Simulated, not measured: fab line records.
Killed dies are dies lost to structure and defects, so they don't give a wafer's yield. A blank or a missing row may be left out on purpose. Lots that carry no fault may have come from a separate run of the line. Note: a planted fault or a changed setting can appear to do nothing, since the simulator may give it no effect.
Chamber matching ; flow nand_harc ; NHARC_P_M0_DEP_32 on pecvd-01: 3 sister chambers
The step deposits SiCN, target thk 30 nm. 3 wafers are shown with their chamber, then 8 later ones without.

EACH WAFER AND ITS CHAMBER
wafer;chamber;heater_power_w (W)
L084.4;0;600
L088.6;1;617
L089.1;2;622

WAFERS WHOSE CHAMBER IS MISSING
wafer;heater_power_w (W)
L089.2;552
L089.4;564
L090.2;706
L090.3;643
L090.6;708
L094.3;651
L094.4;650
L094.5;511

WHICH CHAMBER EACH WENT THROUGH
wafer;from the rows above;in truth
L089.2;can't be placed: 0 or 1 or 2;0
L089.4;can't be placed: 0 or 1 or 2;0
L090.2;can't be placed: 2 or 1 or 0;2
L090.3;can't be placed: 2 or 1 or 0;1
L090.6;can't be placed: 2 or 1 or 0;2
L094.3;can't be placed: 2 or 1 or 0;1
L094.4;can't be placed: 2 or 1 or 0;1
L094.5;can't be placed: 0 or 1 or 2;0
Correct placement for 0 of the 8. From these rows, 8 cannot be placed; in 8 the true chamber is one of the candidates. Number placed wrongly: 0.
How it was worked out, from the rows above alone: a wafer's distance from a chamber is the root of the sum, over the readings, of the square of ((its reading less the chamber's mean) divided by the reading's scatter). The wafer belongs to the nearest chamber; if the next one is less than 2 further off, it can't be placed. A chamber's mean is the mean of its shown wafers. The scatter: root of mean squared gap, hidden wafer to nearest shown wafer, with one shown wafer a chamber.
